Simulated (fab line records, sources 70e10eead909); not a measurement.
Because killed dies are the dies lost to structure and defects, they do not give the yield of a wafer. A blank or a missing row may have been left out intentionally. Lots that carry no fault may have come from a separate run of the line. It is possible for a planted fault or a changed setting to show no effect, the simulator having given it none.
Tool commonality check / flow nand_harc / 11 lots, 33 wafers sampled

## WHAT PROMPTED THE OPENING
On 2 of the 11 lots, a flag is raised at NHARC_P_M1_INSPECT_11 on the reading raw_defect_count. Fault-free wafers read 4.0, with a standard deviation of 2.2.
Rule: a lot gets a flag if all its wafers with a number sit over 4 standard deviations from that mean, or if no wafer of it has a number. The other lots count as sound.

lot=L806; measured=day 7 05:41; on=defect_inspect-02; raw_defect_count, wafer by wafer=1 9 6; flag=
lot=L808; measured=day 7 20:46; on=defect_inspect-01; raw_defect_count, wafer by wafer=3 2 2; flag=
lot=L810; measured=day 8 17:27; on=defect_inspect-02; raw_defect_count, wafer by wafer=2 5 7; flag=
lot=L811; measured=day 9 03:40; on=defect_inspect-02; raw_defect_count, wafer by wafer=8 3 4; flag=
lot=L814; measured=day 10 07:02; on=defect_inspect-01; raw_defect_count, wafer by wafer=6 8 4; flag=
lot=L819; measured=day 12 06:32; on=defect_inspect-02; raw_defect_count, wafer by wafer=294 287 294; flag=FLAGGED
lot=L821; measured=day 13 08:08; on=defect_inspect-01; raw_defect_count, wafer by wafer=281 269 278; flag=FLAGGED
lot=L822; measured=day 13 20:25; on=defect_inspect-01; raw_defect_count, wafer by wafer=1 2 2; flag=
lot=L824; measured=day 14 14:50; on=defect_inspect-02; raw_defect_count, wafer by wafer=2 3 3; flag=
lot=L826; measured=day 15 10:50; on=defect_inspect-01; raw_defect_count, wafer by wafer=5 4 2; flag=
lot=L827; measured=day 15 18:19; on=defect_inspect-02; raw_defect_count, wafer by wafer=0 3 6; flag=
On average the flagged lots read 283.8, which is +279.8 against the usual, or +99 or more standard deviations.

## WHICH TOOL EACH LOT WENT THROUGH
Before the reading, the record contains 3 process steps out of a 1302-step route. Every cell lists first the tool, next ch and the chambers used by the sampled wafers, and last the start.
lot=L806; flag=; NHARC_P_M0_DESCUM_14=rie_diel-02 ch 0,1,2, day 7 01:40; NHARC_P_M0_STRIP_18=rie_diel-02 ch 0,1,2, day 7 02:02; NHARC_P_M0_CMP_23=cmp-03 ch 1,2,3, day 7 03:49
lot=L808; flag=; NHARC_P_M0_DESCUM_14=rie_diel-09 ch 1,2, day 7 16:46; NHARC_P_M0_STRIP_18=rie_diel-09 ch 0,2, day 7 17:10; NHARC_P_M0_CMP_23=cmp-01 ch 1,2, day 7 18:46
lot=L810; flag=; NHARC_P_M0_DESCUM_14=rie_diel-11 ch 0,2,3, day 8 13:34; NHARC_P_M0_STRIP_18=rie_diel-09 ch 0,2,3, day 8 13:57; NHARC_P_M0_CMP_23=cmp-04 ch 0,1,3, day 8 15:33
lot=L811; flag=; NHARC_P_M0_DESCUM_14=rie_diel-11 ch 2,3, day 8 23:41; NHARC_P_M0_STRIP_18=rie_diel-11 ch 0,1,3, day 9 00:05; NHARC_P_M0_CMP_23=cmp-03 ch 1,2,3, day 9 01:40
lot=L814; flag=; NHARC_P_M0_DESCUM_14=rie_diel-11 ch 0,3, day 10 03:07; NHARC_P_M0_STRIP_18=rie_diel-11 ch 2,3, day 10 03:31; NHARC_P_M0_CMP_23=cmp-03 ch 2,3, day 10 05:07
lot=L819; flag=FLAGGED; NHARC_P_M0_DESCUM_14=rie_diel-02 ch 0,1,3, day 12 02:17; NHARC_P_M0_STRIP_18=rie_diel-11 ch 0,2, day 12 02:53; NHARC_P_M0_CMP_23=cmp-03 ch 2,3, day 12 04:32
lot=L821; flag=FLAGGED; NHARC_P_M0_DESCUM_14=rie_diel-11 ch 0,3, day 13 04:16; NHARC_P_M0_STRIP_18=rie_diel-09 ch 0,2,3, day 13 04:39; NHARC_P_M0_CMP_23=cmp-03 ch 0,2,3, day 13 06:19
lot=L822; flag=; NHARC_P_M0_DESCUM_14=rie_diel-09 ch 0,1,2, day 13 16:25; NHARC_P_M0_STRIP_18=rie_diel-02 ch 0,2,3, day 13 16:49; NHARC_P_M0_CMP_23=cmp-04 ch 1,2,3, day 13 18:25
lot=L824; flag=; NHARC_P_M0_DESCUM_14=rie_diel-11 ch 0,2, day 14 10:50; NHARC_P_M0_STRIP_18=rie_diel-11 ch 0,1, day 14 11:13; NHARC_P_M0_CMP_23=cmp-04 ch 0,1,2, day 14 12:51
lot=L826; flag=; NHARC_P_M0_DESCUM_14=rie_diel-11 ch 1,2,3, day 15 06:59; NHARC_P_M0_STRIP_18=rie_diel-11 ch 0,1, day 15 07:22; NHARC_P_M0_CMP_23=cmp-03 ch 0,1,2, day 15 09:01
lot=L827; flag=; NHARC_P_M0_DESCUM_14=rie_diel-11 ch 0,1,3, day 15 13:41; NHARC_P_M0_STRIP_18=rie_diel-09 ch 0,1,2, day 15 14:43; NHARC_P_M0_CMP_23=cmp-01 ch 0,2,3, day 15 16:19
These steps, and what they do:
- NHARC_P_M0_DESCUM_14: chemistry O2, time 3 s.
- NHARC_P_M0_STRIP_18: strips in N2/H2.
- NHARC_P_M0_CMP_23: polishes, t overpolish 20 s, target thk 117.54 nm.
- NHARC_P_M1_INSPECT_11

## FLAGGED AGAINST TOTAL, ONE TOOL AT A TIME (gauges that did the reading follow at the end)
step=NHARC_P_M0_DESCUM_14; tool=rie_diel-02; lots run=2; flagged=1; share of the flagged lots=some; sound lots run after its first flagged lot=0
step=NHARC_P_M0_DESCUM_14; tool=rie_diel-09; lots run=2; flagged=0; share of the flagged lots=none; sound lots run after its first flagged lot=-
step=NHARC_P_M0_DESCUM_14; tool=rie_diel-11; lots run=7; flagged=1; share of the flagged lots=some; sound lots run after its first flagged lot=3 (L824,L826,L827)
step=NHARC_P_M0_STRIP_18; tool=rie_diel-02; lots run=2; flagged=0; share of the flagged lots=none; sound lots run after its first flagged lot=-
step=NHARC_P_M0_STRIP_18; tool=rie_diel-09; lots run=4; flagged=1; share of the flagged lots=some; sound lots run after its first flagged lot=1 (L827)
step=NHARC_P_M0_STRIP_18; tool=rie_diel-11; lots run=5; flagged=1; share of the flagged lots=some; sound lots run after its first flagged lot=2 (L824,L826)
step=NHARC_P_M0_CMP_23; tool=cmp-01; lots run=2; flagged=0; share of the flagged lots=none; sound lots run after its first flagged lot=-
step=NHARC_P_M0_CMP_23; tool=cmp-03; lots run=6; flagged=2; share of the flagged lots=all; sound lots run after its first flagged lot=1 (L826)
step=NHARC_P_M0_CMP_23; tool=cmp-04; lots run=3; flagged=0; share of the flagged lots=none; sound lots run after its first flagged lot=-
step=NHARC_P_M1_INSPECT_11; tool=defect_inspect-01; lots run=5; flagged=1; share of the flagged lots=some; sound lots run after its first flagged lot=2 (L822,L826)
step=NHARC_P_M1_INSPECT_11; tool=defect_inspect-02; lots run=6; flagged=1; share of the flagged lots=some; sound lots run after its first flagged lot=2 (L824,L827)

## WHAT THE TABLE ALLOWS
Rows of the table that ran each flagged lot: 1, that is cmp-03 at NHARC_P_M0_CMP_23.
- cmp-03 at NHARC_P_M0_CMP_23 ran 6 lots, 2 of them flagged. Lots that were sound ran on it after the first flagged one (L826); a persistent fault on the entire tool would not allow that.
Not one row of the table ran every flagged lot while running no sound lot after the first.

## WHAT THE SIMULATOR HAD INSERTED
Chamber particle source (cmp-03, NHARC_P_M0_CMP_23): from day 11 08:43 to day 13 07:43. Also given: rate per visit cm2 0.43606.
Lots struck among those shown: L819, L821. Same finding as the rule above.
